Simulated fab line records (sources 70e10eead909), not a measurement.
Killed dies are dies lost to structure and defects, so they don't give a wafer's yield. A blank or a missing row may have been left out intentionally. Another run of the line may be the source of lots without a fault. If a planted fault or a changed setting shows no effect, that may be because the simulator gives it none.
Matching of chambers | flow nand-harc | NHARC_THIN_TSV_ETCHBACK_48 on rie-diel-07 has 4 sister chambers
The step etches the open film in C4F8/Ar, target depth 1028.5 nm, time 405.17 s. 4 wafers are shown with their chamber, then 7 later ones without.

## EACH WAFER AND ITS CHAMBER
wafer  | chamber | rf-vpp-V (V)
L086.4 | 0       | 551.8
L086.5 | 1       | 542.4
L087.2 | 2       | 550.3
L087.5 | 3       | 550.3

## WAFERS WITHOUT THEIR CHAMBER
wafer  | rf-vpp-V (V)
L087.6 | 549.5
L091.2 | 548.0
L091.3 | 548.9
L091.5 | 549.1
L089.4 | 553.1
L089.5 | 542.4
L089.6 | 552.6

## EACH ONE'S CHAMBER
wafer  | from the rows above          | in truth
L087.6 | can't be placed: 2 or 3 or 0 | 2
L091.2 | can't be placed: 2 or 3 or 0 | 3
L091.3 | can't be placed: 2 or 3 or 0 | 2
L091.5 | can't be placed: 2 or 3 or 0 | 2
L089.4 | can't be placed: 0 or 2 or 3 | 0
L089.5 | 1                            | 1
L089.6 | can't be placed: 0 or 2 or 3 | 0
Placed correctly: 1 of 7. These rows do not allow placing 6 (true chamber among the candidates in 6). Wrongly placed: 0.
How it was worked out, from the rows above alone: a wafer's distance from a chamber is the root of the sum, over the readings, of the square of ((its reading less the chamber's mean) divided by the reading's scatter). If the next closest chamber is less than 2 further off than the closest, the wafer can't be placed; otherwise it belongs to the closest. Each chamber's mean is taken over the wafers shown for it. The scatter: with one shown wafer a chamber, the root of the mean of the squares of how far each hidden wafer lies from its nearest shown one.
